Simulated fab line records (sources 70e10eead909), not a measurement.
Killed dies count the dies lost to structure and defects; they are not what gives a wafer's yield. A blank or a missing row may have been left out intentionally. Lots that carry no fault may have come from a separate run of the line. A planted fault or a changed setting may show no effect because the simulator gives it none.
fab line records ; flow nandHarc
[record] lots = 6; wafers = 18; lastDay = 32
route steps=1302 shown A_BONDPAD@1217 HYBRID_BOND@1237 THIN_TSV@1244 END@1302
lots that met no fault: from a run of the same line without faults
startH: start of the lot's first displayed wafer, in hours after the record's first day ; waitH: hours from the lot's prior step to this one ; " as in the row above ; L1.1+2: a single row standing in for several wafers ; - no value, or no start was given ; * or withheld: withheld ; < > ~ a bound
route shown NAME@n: a module of which the file shows steps, and the number in the route of the first ; usual: average and standard deviation across the fault-free wafers ; same: alike in all rows ; chamber/n: place in a boat ; sites: each site's reading ; _std_site: standard deviation of those values ; _edge_site: inner sites' mean taken away from outer sites' mean ; radiusMm: how far each site lies from the wafer's centre ; mask NAME#n: copy n ; behind: the last tool/chamber to shape the wafer ; hold: what put the lot on hold/how long, in hours/how the hold closed ; device: names the non-switching transistor (n, p or np) ; end of line: tests of these same wafers at the route's end ; where a step has no rows: the recipe by itself ; killed: count of dies lost to structure and defects at first sort (not the wafer's yield) ; map: a wafer's dies, x killed, . not, _ none there
set.NAME: setting as actually run; set.NAME@STEP: the setting as run at that earlier step ; model.NAME: the simulator's own value behind a step, which no gauge read
lots seen at some steps along the route; tables by step, rows by wafer
services: the hour from which a tool's chamber was out of use, counted from the record's first day as startH (under 0 if before that day), plus the number of hours and why
[[steps]]
[step NHARC_A_BONDPAD_HARDBAKE_10]
[recipe] tempC = 118; timeS = 65
[step NHARC_A_BONDPAD_DESCUM_11]
[recipe] timeS = 3; o2FlowSccm = 200; arFlowSccm = 0; biasPowerW = 0; chemistry = O2
[step NHARC_A_BONDPAD_ETCH_34]
[recipe] targetDepthA = 600; overetchA = 180; timeS = 65.91; ionEnergyEv = 200; n2FlowSccm = 150; h2FlowSccm = 150; arFlowSccm = 0; rfW = 400; biasW = 150; chemistry = N2/H2
[step NHARC_A_BONDPAD_ETCH_12]
[recipe] targetDepthA = 2200; timeS = 110; chf3FlowSccm = 50; o2FlowSccm = 10; arFlowSccm = 200; rfW = 500; biasW = 200; chemistry = CHF3/O2
[usual] biasW = 200.1/0.52; chamberPressureMTorr = 25.000/0.022; drypumpMotorCurrentA = 5.5/0.48; oesProductAu = 0.943/0.02; rfVppV = 370.5/2.8; showerheadPlenumPTorr = 2.40/0.12; throttleValvePct = 20.573/0.0091
lot.wafer;tool;chamber;startH;waitH;biasW;chamberPressureMTorr;drypumpMotorCurrentA;oesProductAu;rfHoursCounterH;rfVppV;showerheadPlenumPTorr;throttleValvePct
L639.1;rieDiel-06;1;-;-;199.8;24.980;4.7;0.972;1;370.8;2.41;20.566
L639.6;rieDiel-06;3;-;-;200.4;24.983;6.2;0.989;-;368.9;2.38;20.572
L639.5;rieDiel-06;0;-;-;199.6;24.992;5.6;0.953;-;366.1;2.24;20.572
L648.3;rieDiel-07;2;-;-;199.9;25.004;5.1;0.956;0;369.3;2.31;20.581
L648.4;rieDiel-07;0;-;-;199.7;25.000;5.7;0.973;0;373.0;2.52;20.562
L648.5;rieDiel-07;1;-;-;199.5;25.008;5.9;0.973;-;367.4;2.24;20.571
L650.1;rieDiel-07;1;-;-;200.8;25.005;5.9;0.970;1;366.1;2.24;20.579
L650.4;rieDiel-07;3;-;-;200.2;25.004;5.8;0.963;0;374.3;2.59;20.568
L650.5;rieDiel-07;1;-;-;199.8;25.009;5.9;0.956;-;368.0;2.24;20.581
L651.2;rieDiel-06;1;-;-;200.2;24.970;4.7;0.972;0;371.6;2.41;20.578
L651.1;rieDiel-06;2;-;-;199.9;25.056;5.6;0.967;0;372.9;2.53;20.567
L651.6;rieDiel-06;3;-;-;200.2;24.996;6.2;0.953;-;369.2;2.38;20.560
L654.2;rieDiel-06;3;-;-;199.5;24.995;6.2;0.957;1;370.0;2.38;20.571
L654.5;rieDiel-06;0;-;-;200.4;25.008;5.5;0.953;-;366.8;2.24;20.575
L654.6;rieDiel-06;1;-;-;200.5;25.008;4.7;0.975;-;370.0;2.40;20.586
L655.2;rieDiel-07;1;-;-;199.7;25.002;5.9;0.950;10;366.2;2.24;20.562
L655.5;rieDiel-07;0;-;-;200.3;25.005;5.7;0.936;-;372.2;2.52;20.574
L655.6;rieDiel-07;1;-;-;199.8;25.014;5.9;0.945;-;367.9;2.24;20.567
[step NHARC_A_BONDPAD_CD_MEAS_13]
[usual] cdNm = 499.1/2.3
lot.wafer;tool;chamber;startH;waitH;cdNm
L639.1;cdSem-03;-;558.33;-;497.5
L639.5;cdSem-03;-;558.33;-;495.7
L639.6;cdSem-03;-;558.33;-;500.8
L648.3;cdSem-03;-;664.03;-;498.0
L648.4;cdSem-03;-;664.03;-;497.5
L648.5;cdSem-03;-;664.03;-;495.3
L650.1;cdSem-02;-;670.33;-;499.5
L650.4;cdSem-02;-;670.33;-;498.2
L650.5;cdSem-02;-;670.33;-;498.1
L651.1;cdSem-02;-;677.73;-;500.6
L651.2;cdSem-02;-;677.73;-;497.2
L651.6;cdSem-02;-;677.73;-;501.4
L654.2;cdSem-02;-;712.43;-;499.2
L654.5;cdSem-02;-;712.43;-;499.7
L654.6;cdSem-02;-;712.43;-;502.4
L655.2;cdSem-02;-;726.42;-;499.2
L655.5;cdSem-02;-;726.42;-;498.1
L655.6;cdSem-02;-;726.42;-;496.5
[step NHARC_A_BONDPAD_STRIP_15]
[recipe] o2FlowSccm = 500; arFlowSccm = 0; biasW = 0; chemistry = O2
[usual] chamberPressureMTorr = 60.00/0.053; drypumpMotorCurrentA = 5.6/0.48; oesProductAu = 0.997/0.0099; rfVppV = 57.8/0.91; showerheadPlenumPTorr = 3.52/0.17; throttleValvePct = 17.037/0.0095
[same] biasW = 0
lot.wafer;tool;chamber;startH;waitH;chamberPressureMTorr;drypumpMotorCurrentA;oesProductAu;rfHoursCounterH;rfVppV;showerheadPlenumPTorr;throttleValvePct
L639.1;rieDiel-07;0;558.41;0.1;60.04;5.7;1.003;10;56.3;3.71;17.033
L639.5;rieDiel-07;0;558.41;0.1;59.96;5.7;1.002;-;58.8;3.71;17.040
L639.6;rieDiel-07;1;558.41;0.1;60.03;5.9;1.001;-;56.9;3.31;17.039
L648.3;rieDiel-07;0;664.12;0.1;60.04;5.7;1.001;0;57.8;3.70;17.042
L648.4;rieDiel-07;2;664.12;0.1;60.07;5.1;0.997;0;58.7;3.40;17.046
L648.5;rieDiel-07;0;664.12;0.1;60.05;5.8;0.998;-;59.2;3.70;17.035
L650.4;rieDiel-06;0;670.40;0.1;59.97;5.5;0.971;0;57.1;3.30;17.028
L650.1;rieDiel-06;2;670.40;0.1;60.03;5.6;0.994;0;56.8;3.71;17.034
L650.5;rieDiel-06;1;670.40;0.1;59.98;4.7;0.999;-;57.6;3.53;17.026
L651.1;rieDiel-06;1;677.84;0.1;60.03;4.7;1.001;0;57.7;3.53;17.038
L651.2;rieDiel-06;2;677.84;0.1;59.94;5.6;1.001;0;58.2;3.71;17.037
L651.6;rieDiel-06;3;677.84;0.1;60.03;6.3;0.998;-;58.2;3.49;17.042
L654.2;rieDiel-06;2;712.50;0.1;59.99;5.6;0.987;1;58.0;3.71;17.044
L654.5;rieDiel-06;2;712.50;0.1;60.04;5.6;0.990;-;58.7;3.71;17.038
L654.6;rieDiel-06;3;712.50;0.1;60.06;6.3;0.977;-;56.8;3.49;17.036
L655.2;rieDiel-06;1;726.50;0.1;59.96;4.7;1.000;1;57.1;3.53;17.044
L655.6;rieDiel-06;0;726.50;0.1;60.00;5.6;0.985;-;57.2;3.29;17.052
L655.5;rieDiel-06;1;726.50;0.1;60.03;4.7;0.995;-;57.8;3.53;17.049
[step NHARC_A_BONDPAD_ETCH_24]
[recipe] targetDepthA = 300; overEtchFrac = 0.3; timeS = 72.99; ionEnergyEv = 150; cf4FlowSccm = 50; n2FlowSccm = 100; arFlowSccm = 150; rfW = 300; biasW = 100; chemistry = CF4/N2
[step NHARC_A_BONDPAD_STRIP_16]
[recipe] timeS = 600; tempC = 30; chemistry = postEtchResidueRemover
[step NHARC_A_BONDPAD_DEGAS_25]
[recipe] tempC = 300; timeS = 60
[usual] heaterPowerW = 465/44
lot.wafer;tool;chamber;startH;waitH;heaterPowerW
L639.1;pvdSputter-01;-;558.98;-;480
L639.5;pvdSputter-01;-;558.98;-;387
L639.6;pvdSputter-01;-;558.98;-;481
L648.4;pvdSputter-01;-;664.65;-;501
L648.3;pvdSputter-01;-;664.65;-;405
L648.5;pvdSputter-01;-;664.65;-;493
L650.1;pvdSputter-01;-;670.96;-;474
L650.4;pvdSputter-01;-;670.96;-;407
L650.5;pvdSputter-01;-;670.96;-;495
L651.2;pvdSputter-03;-;678.37;-;557
L651.1;pvdSputter-03;-;678.37;-;498
L651.6;pvdSputter-03;-;678.37;-;455
L654.2;pvdSputter-01;-;713.05;-;479
L654.5;pvdSputter-01;-;713.05;-;468
L654.6;pvdSputter-01;-;713.05;-;393
L655.2;pvdSputter-03;-;727.04;-;448
L655.5;pvdSputter-03;-;727.04;-;477
L655.6;pvdSputter-03;-;727.04;-;445
[step NHARC_A_BONDPAD_PRE_CLEAN_26]
[recipe] timeS = 30; tempC = 280; gas = H2/He
[usual] heaterPowerW = 408/39
lot.wafer;tool;chamber;startH;waitH;heaterPowerW
L639.1;pvdSputter-01;-;-;-;442
L639.5;pvdSputter-01;-;-;-;445
L639.6;pvdSputter-01;-;-;-;347
L648.3;pvdSputter-01;-;-;-;427
L648.4;pvdSputter-01;-;-;-;419
L648.5;pvdSputter-01;-;-;-;436
L650.1;pvdSputter-01;-;-;-;363
L650.4;pvdSputter-01;-;-;-;429
L650.5;pvdSputter-01;-;-;-;409
L651.2;pvdSputter-03;-;-;-;395
L651.1;pvdSputter-03;-;-;-;509
L651.6;pvdSputter-03;-;-;-;405
L654.2;pvdSputter-01;-;-;-;419
L654.6;pvdSputter-01;-;-;-;413
L654.5;pvdSputter-01;-;-;-;348
L655.2;pvdSputter-03;-;-;-;399
L655.6;pvdSputter-03;-;-;-;398
L655.5;pvdSputter-03;-;-;-;405
[step NHARC_A_BONDPAD_PVD_17]
[recipe] targetThkA = 50; biasV = 168.6; powerW = 15000; chamberPressurePa = 0.12; timeS = 8.06; substrateTempC = 50; material = TaN
[step NHARC_A_BONDPAD_PVD_27]
[recipe] targetThkA = 300; chamberPressurePa = 5; powerW = 5000; substrateTempC = 30; timeS = 20.49; material = Cu
[step NHARC_A_BONDPAD_ECD_18]
[recipe] targetThkA = 4000; bathTempC = 25; material = Cu
[usual] bathTempC = 24.99/0.1
lot.wafer;tool;chamber;startH;waitH;bathTempC
L639.1;ecdCu-02;0;559.38;-;24.87
L639.5;ecdCu-02;1;559.38;-;24.98
L639.6;ecdCu-02;0;559.38;-;25.02
L648.4;ecdCu-01;0;665.11;-;25.13
L648.3;ecdCu-01;1;665.11;-;24.96
L648.5;ecdCu-01;0;665.11;-;25.12
L650.1;ecdCu-01;1;671.31;-;24.74
L650.4;ecdCu-01;1;671.31;-;25.06
L650.5;ecdCu-01;0;671.31;-;24.98
L651.2;ecdCu-02;1;678.72;-;24.99
L651.1;ecdCu-02;0;678.72;-;25.18
L651.6;ecdCu-02;0;678.72;-;25.04
L654.2;ecdCu-01;1;713.46;-;24.93
L654.6;ecdCu-01;0;713.46;-;25.09
L654.5;ecdCu-01;1;713.46;-;25.01
L655.2;ecdCu-01;0;727.45;-;25.13
L655.6;ecdCu-01;1;727.45;-;24.95
L655.5;ecdCu-01;0;727.45;-;24.92
[step NHARC_A_BONDPAD_ANNEAL_28]
[recipe] tempC = 225; timeS = 90
[step NHARC_A_BONDPAD_CMP_19]
[recipe] tOverpolishS = 30; cuRecessTouchS = 16; targetThkNm = 169.82
[step NHARC_A_BONDPAD_THK_MEAS_20]
[recipe] thkMeasGauge = xrf
[usual] thkNm = 169.7/1.5
lot.wafer;tool;chamber;startH;waitH;thkNm
L639.1;filmMetro-01;-;560.37;-;169.5
L639.5;filmMetro-01;-;560.37;-;168.0
L639.6;filmMetro-01;-;560.37;-;167.3
L648.3;filmMetro-01;-;666.07;-;171.7
L648.4;filmMetro-01;-;666.07;-;171.0
L648.5;filmMetro-01;-;666.07;-;171.7
L650.1;filmMetro-01;-;672.35;-;171.9
L650.4;filmMetro-01;-;672.35;-;167.7
L650.5;filmMetro-01;-;672.35;-;170.8
L651.1;filmMetro-02;-;679.76;-;170.3
L651.2;filmMetro-02;-;679.76;-;169.7
L651.6;filmMetro-02;-;679.76;-;168.9
L654.2;filmMetro-01;-;714.45;-;169.8
L654.5;filmMetro-01;-;714.45;-;170.0
L654.6;filmMetro-01;-;714.45;-;170.0
L655.2;filmMetro-02;-;728.45;-;169.7
L655.5;filmMetro-02;-;728.45;-;168.7
L655.6;filmMetro-02;-;728.45;-;167.9
[step NHARC_A_BONDPAD_SRD_21]
[recipe] timeS = 30; tempC = 23; dryTimeS = 20; spinRpm = 1500
[step NHARC_HYBRID_BOND_ACTIVATE_00]
[recipe] timeS = 60; n2FlowSccm = 200; arFlowSccm = 0; biasPowerW = 0; chemistry = N2
[step NHARC_HYBRID_BOND_PRECLEAN_01]
[recipe] timeS = 300; tempC = 23; chemistry = DIW
[step NHARC_HYBRID_BOND_SRD_02]
[recipe] timeS = 30; tempC = 23; dryTimeS = 20; spinRpm = 1500
[step NHARC_HYBRID_BOND_BOND_03]
[recipe] tempC = 25
[step NHARC_HYBRID_BOND_ANNEAL_04]
[recipe] tempC = 300; timeS = 7200; rampUpCPerMin = 5; rampDownCPerMin = 3; idleTempC = 100; pressureAtm = 1
[step NHARC_HYBRID_BOND_OVL_MEAS_05]
[usual] overlayXNm = -2/35; overlayYNm = 0/34
lot.wafer;tool;chamber;startH;waitH;overlayXNm;overlayYNm
L639.1;overlay-01;-;571.26;0.4;26;14
L639.5;overlay-01;-;571.26;0.4;59;-44
L639.6;overlay-01;-;571.26;0.4;70;-48
L648.3;overlay-02;-;675.80;0.4;-43;81
L648.4;overlay-02;-;675.80;0.4;-11;39
L648.5;overlay-02;-;675.80;0.4;19;35
L650.1;overlay-01;-;683.58;0.4;-10;-49
L650.4;overlay-01;-;683.58;0.4;28;-37
L650.5;overlay-01;-;683.58;0.4;26;-33
L651.1;overlay-01;-;692.54;0.4;37;55
L651.2;overlay-01;-;692.54;0.4;51;-25
L651.6;overlay-01;-;692.54;0.4;-16;-1
L654.2;overlay-01;-;726.43;0.4;-21;-1
L654.5;overlay-01;-;726.43;0.4;20;46
L654.6;overlay-01;-;726.43;0.4;20;11
L655.2;overlay-02;-;738.08;0.4;10;-1
L655.5;overlay-02;-;738.08;0.4;2;-18
L655.6;overlay-02;-;738.08;0.4;14;91
[step NHARC_THIN_TSV_GRIND_00]
[recipe] targetThkUm = 6
[usual] motorCurrentA = 12.001/0.022
lot.wafer;tool;chamber;startH;waitH;motorCurrentA
L639.1;grinder-01;0;571.46;0.1;12.016
L639.5;grinder-01;0;571.46;0.1;12.023
L639.6;grinder-01;0;571.46;0.1;12.060
L648.3;grinder-01;0;676.40;0.5;12.009
L648.4;grinder-01;0;676.40;0.5;11.998
L648.5;grinder-01;0;676.40;0.5;11.989
L650.1;grinder-01;0;683.78;0.1;11.983
L650.4;grinder-01;0;683.78;0.1;12.018
L650.5;grinder-01;0;683.78;0.1;11.987
L651.1;grinder-01;0;692.74;0.1;11.985
L651.2;grinder-01;0;692.74;0.1;11.947
L651.6;grinder-01;0;692.74;0.1;11.986
L654.2;grinder-01;0;726.84;0.3;12.027
L654.5;grinder-01;0;726.84;0.3;12.033
L654.6;grinder-01;0;726.84;0.3;11.996
L655.2;grinder-01;0;744.20;6.1;12.000
L655.5;grinder-01;0;744.20;6.1;11.975
L655.6;grinder-01;0;744.20;6.1;11.977
[step NHARC_THIN_TSV_CMP_01]
[recipe] targetThkUm = 3
[step NHARC_THIN_TSV_THK_MEAS_02]
[recipe] thkMeasGauge = ir
[usual] thkNm = 3043/230
lot.wafer;tool;chamber;startH;waitH;thkNm
L639.1;filmMetro-01;-;572.97;0.2;2884
L639.5;filmMetro-01;-;572.97;0.2;2873
L639.6;filmMetro-01;-;572.97;0.2;3230
L648.3;filmMetro-01;-;677.48;-;3114
L648.4;filmMetro-01;-;677.48;-;2712
L648.5;filmMetro-01;-;677.48;-;3069
L650.1;filmMetro-01;-;685.27;-;2780
L650.4;filmMetro-01;-;685.27;-;3098
L650.5;filmMetro-01;-;685.27;-;2946
L651.1;filmMetro-02;-;694.24;-;2995
L651.2;filmMetro-02;-;694.24;-;3148
L651.6;filmMetro-02;-;694.24;-;3449
L654.2;filmMetro-02;-;728.15;-;2993
L654.5;filmMetro-02;-;728.15;-;3388
L654.6;filmMetro-02;-;728.15;-;3274
L655.2;filmMetro-02;-;745.51;0.2;2871
L655.5;filmMetro-02;-;745.51;0.2;2914
L655.6;filmMetro-02;-;745.51;0.2;2930
[step NHARC_THIN_TSV_SRD_03]
[step NHARC_THIN_TSV_PRECLEAN_41]
[recipe] timeS = *; tempC = 50; bathAgeMin = 0; chemistry = SC1
[step NHARC_THIN_TSV_SRD_42]
[step NHARC_THIN_TSV_DEP_43]
[recipe] targetThkA = 13285; tempC = withheld; pressureTorr = 6.5; rfW = 900; teosFlowSccm = 161.4; flowSccm = 2650; targetThkNm = 1328.5; gas = O2; material = SiO2
[step NHARC_THIN_TSV_DEHYDRATE_04]
[recipe] tempC = 150; timeS = 120
[step NHARC_THIN_TSV_HMDS_05]
[recipe] timeS = 30
[step NHARC_THIN_TSV_COAT_06]
[recipe] spinRpm = *
[step NHARC_THIN_TSV_SOFTBAKE_07]
[recipe] tempC = 122; timeS = 95
[step NHARC_THIN_TSV_EBR_08]
[step NHARC_THIN_TSV_EXPOSE_09]
[recipe] na = 0.55; doseMj = 30.7; maskId = TSV
[step NHARC_THIN_TSV_PEB_10]
[recipe] pebTempC = 118; pebTimeS = 85
[step NHARC_THIN_TSV_DEVELOP_11]
[recipe] timeS = 70
[step NHARC_END_SORT_01]
[recipe] tempC = 25
[usual] defectLimitedYield = 91/3.2; killedAtArray = 53/21; killedAtOther = 1.1/1.5; killedAtPeriphery = 3.9/2.7; killedDies = 58/21; killedOpen = 3.4/1.9; killedShort = 2.3/1.5
[same] grossDies = 677
lot.wafer;tool;chamber;startH;waitH;defectLimitedYield[%];killedAtArray;killedAtOther;killedAtPeriphery;killedDies;killedOpen;killedShort
L648.3;prober-02;0;697.37;3.1;88;75;1;4;80;7;3
L648.4;prober-02;0;698.18;3.4;90;66;0;2;68;1;2
L648.5;prober-02;0;698.99;3.7;88;80;0;1;81;5;3
L654.2;prober-01;0;744.95;2.8;37;423;0;1;424;5;3
L654.5;prober-01;0;747.37;3.7;36;428;0;3;431;4;0
L654.6;prober-01;0;748.17;4.0;36;431;1;3;435;3;3
L655.2;prober-01;0;765.56;2.8;37;419;3;4;426;1;0
L655.5;prober-01;0;768.03;3.8;38;411;3;4;418;1;0
L655.6;prober-01;0;768.85;4.1;38;412;6;4;422;1;0
// killed by level:class
L648.3 A_CHANNEL_HOLE_D1:chamberFilmFlake=32 A_SLIT:chamberFilmFlake=28 A_CONTACT:chamberFilmFlake=6 P_CONTACT:geometricParticle:open=2 A_CHANNEL_FILL_D1:geometricParticle:short=2 A_ZERO_WELL:chamberFilmFlake=2 A_WL_FILL:chamberFilmFlake=2 P_GATE:geometricParticle:open=1
L648.4 A_SLIT:chamberFilmFlake=28 A_CHANNEL_HOLE_D1:chamberFilmFlake=25 A_CONTACT:chamberFilmFlake=7 P_M0:geometricParticle:open=1 A_SOURCE_PLATE:geometricParticle:short=1 A_SGD_CUT:geometricParticle:short=1 P_CONTACT:chamberFilmFlake=1 A_ZERO_WELL:chamberFilmFlake=1
L648.5 A_CHANNEL_HOLE_D1:chamberFilmFlake=38 A_SLIT:chamberFilmFlake=27 A_WL_FILL:chamberFilmFlake=3 A_CHANNEL_FILL_D1:geometricParticle:open=2 A_CONTACT:chamberFilmFlake=2 A_BONDPAD:chamberFilmFlake=2 P_GATE:geometricParticle:open=1 A_DECK1_JOINT:geometricParticle:short=1
L654.2 A_BONDPAD:unspecified=394 A_CHANNEL_HOLE_D1:chamberFilmFlake=8 A_CONTACT:chamberFilmFlake=4 A_SLIT:chamberFilmFlake=3 A_CHANNEL_FILL_D1:geometricParticle:open=2 A_DECK1_JOINT:chamberFilmFlake=2 A_WL_FILL:chamberFilmFlake=2 A_M1:chamberFilmFlake=2
L654.5 A_BONDPAD:unspecified=412 A_CHANNEL_HOLE_D1:chamberFilmFlake=5 A_ZERO_WELL:chamberFilmFlake=4 A_SLIT:chamberFilmFlake=2 A_M1:chamberFilmFlake=2 P_GATE:geometricParticle:open=1 P_M0:geometricParticle:open=1 A_CHANNEL_FILL_D1:geometricParticle:open=1
L654.6 A_BONDPAD:unspecified=405 A_CHANNEL_HOLE_D1:chamberFilmFlake=8 A_CONTACT:chamberFilmFlake=3 A_M1:chamberFilmFlake=3 P_GATE:chamberFilmFlake=2 A_ZERO_WELL:chamberFilmFlake=2 A_WL_FILL:chamberFilmFlake=2 P_M2:geometricParticle:open=1
L655.2 A_BONDPAD:unspecified=377 A_CHANNEL_HOLE_D1:chamberFilmFlake=21 A_SLIT:chamberFilmFlake=8 P_GATE:chamberFilmFlake=4 A_CONTACT:chamberFilmFlake=4 A_M1:chamberFilmFlake=4 A_ZERO_WELL:chamberFilmFlake=3 THIN_TSV:chamberFilmFlake=3
L655.5 A_BONDPAD:unspecified=377 A_CHANNEL_HOLE_D1:chamberFilmFlake=24 P_GATE:chamberFilmFlake=4 A_M1:chamberFilmFlake=4 A_CONTACT:chamberFilmFlake=3 THIN_TSV:chamberFilmFlake=3 A_SLIT:chamberFilmFlake=2 A_ONON_D1:geometricParticle:open=1
L655.6 A_BONDPAD:unspecified=372 A_CHANNEL_HOLE_D1:chamberFilmFlake=22 A_SLIT:chamberFilmFlake=7 THIN_TSV:chamberFilmFlake=6 A_ZERO_WELL:chamberFilmFlake=5 A_M1:chamberFilmFlake=4 P_ZERO_WELL:chamberFilmFlake=2 A_CONTACT:chamberFilmFlake=2
// map L654.6 (x killed, . not)
____________x____________
_________.x.x..._________
_______x..x.x.xxx._______
______xxxxx.xx..x..______
_____xxx...xxxxxxxxx_____
____x.xxxxx.xx.xxxxxx____
____..xxxxx.xxx.xx..x____
___.x.xxxx...x.xxx.x.x___
___x.x.xxxxx.xx.xxx..x___
__xxxx.xxxxxxxxx.x...x.__
__..xx..x.x....xxxx.xxx__
_.x.xxxxx.xxxxxxx..x..xx_
_x.xxxx.x.x.xx.xx.x.x.x._
_xxx.xxxxx.x.xx.xxxx.xxx_
_xxxxxx..xx.xxxxxxxx.x.._
_x..x.x.xxx..xxx..xx.xxx_
x.x.xxx..x.xx.xx....xx.xx
.x..xxxx..xxx.xxxx.xxxx.x
xxxxx.x.xxxxxx..xx..x.xx.
x...xxxx.x.x.x.x.x.x....x
..xxxxxxxxxxxx.xxxx..xxxx
_xxx.xxx....xxxxx.xxxxx._
_xxx.x..xxxxx.xxxx...xxx_
_xxx.x.x....x.x.xxx..xx._
_xxxxx...xx.xxxx...xxxxx_
_x.x.....xx..xx.xxxxxxxx_
__...xx.xxxx.x...xx.xxx__
__x..x.xxx.xx.x.xxx.xxx__
___x...x..xx..x.xx..x.___
___x.xxxx..xxxxxxxx...___
____...x..x.xx.xx....____
____xx..x.xxx..xxxx.x____
_____xxxxxx.x...x.xx_____
______.xx..x.xxxxxx______
_______xxxxxxxxx.x_______
_________.x.x.xx_________
____________x____________
// map L655.2 (x killed, . not)
____________x____________
_________xxxxxxx_________
_______xx...x.xxx._______
______..xx.xx.x..x.______
_____.xx.xxxx.x.xxxx_____
____.xxxx.xx.xx....x.____
____.x.xxx.xxxx..xx.x____
___xxx.......x.x.x.xx.___
___.xxxxxxx.xxxx.xxx..___
__xxxxx.xx....xxxx.x.x.__
__xx...x..x..xxxx....xx__
_x.x...xx.xxx...xxx.xx.._
_xxxx.xx...x..xx.xxx.xxx_
_x.xxx...xxx.xxxxxxx..xx_
_..xx..xxxx.xxxxxxxxxx.._
_...xx.xxx...xxxxxxx.x.x_
.x.xxxxx...x.xxxxxxxxxxx.
xx.x....x...xx.xxx..xxx..
xx..x..x.x.xxxxxxx....x.x
x.xx.xxx.xxxxxxxxxxx..xxx
xxx.xx....xxx.x.xxx....xx
_..xx.x..xxxx.xxx.x....x_
_xxxxxx.xx.xxxxxxxxx..x._
_xxxxx.x.x...x.xxxxxxxx._
_.xxx.x.xx..xxxx.x.x.x.x_
_.x..xx.xx.xx.xxx.xxxxxx_
__xx.xx.x..xxx.xx..xx..__
__xxx..xxxxx..x.x...xx.__
___xx.x.xxxxxxxxx...x.___
___...xx...xxxxx..xxxx___
____..xxx.x.xx.xxxxx.____
____x.xxx.x.xxx..xx.x____
_____.xxxxx..xxxxxx._____
______.xxxxxxx.x...______
_______xx.xx.x.xxx_______
_________xxxxx.._________
____________x____________
[[services]]
tool;chamber;startH;hours;kind
rieDiel-06;0;542.20;-;clean
rieDiel-06;1;542.20;-;clean
rieDiel-06;2;542.20;-;clean
rieDiel-06;3;542.20;-;clean
rieDiel-07;2;544.02;7.6;repair
grinder-01;-;558.12;1.2;repair
rieDiel-06;0;566.70;-;clean
pvdSputter-01;-;567.04;4.9;repair
grinder-01;-;574.35;1.0;repair
pvdSputter-01;-;582.00;10.0;pm
rieDiel-06;0;592.27;3.4;repair
ecdCu-02;-;596.00;8.0;pm
pvdSputter-01;-;596.46;0.9;repair
pvdSputter-01;-;598.68;0.8;repair
grinder-01;-;606.19;0.4;repair
grinder-01;-;635.04;0.4;repair
rieDiel-07;-;648.75;9.0;pm
rieDiel-06;-;661.20;9.0;pm
pvdSputter-01;-;678.72;19.7;repair
ecdCu-01;-;688.62;8.0;pm
pvdSputter-03;-;704.05;10.0;pm
rieDiel-06;-;706.07;1.0;repair
pvdSputter-03;-;730.00;1.3;repair
grinder-01;-;736.00;8.0;pm
[[key]]
[firstSign] step = NHARC_END_SORT_01; reading = killedAtArray; direction = up; sigmas = 18; usual = 53; struck = 421
[effect] step = NHARC_END_SORT_01; reading = defectLimitedYield; direction = down; sigmas = 17; usual = 91; struck = 37
[moreKillsBornAt] NHARC_A_BONDPAD_ECD_18@ecdCu-01 = 2337
metAt NHARC_A_BONDPAD_ECD_18
struckWafers L654.2,L654.5,L654.6,L655.2,L655.5,L655.6
onsetBetween 671.31 713.46
alsoFits time
[earlierFault] kind = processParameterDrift; tool = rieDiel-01; chamber = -; onsetH = 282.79; steps = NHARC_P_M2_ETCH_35; channel = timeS; offset = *; shape = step; actsIn = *; stated = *
[fault] kind = chamberParticleSource; tool = ecdCu-01; chamber = -; onsetH = 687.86; steps = NHARC_A_BONDPAD_ECD_18; ratePerVisitCm2 = 0.99343
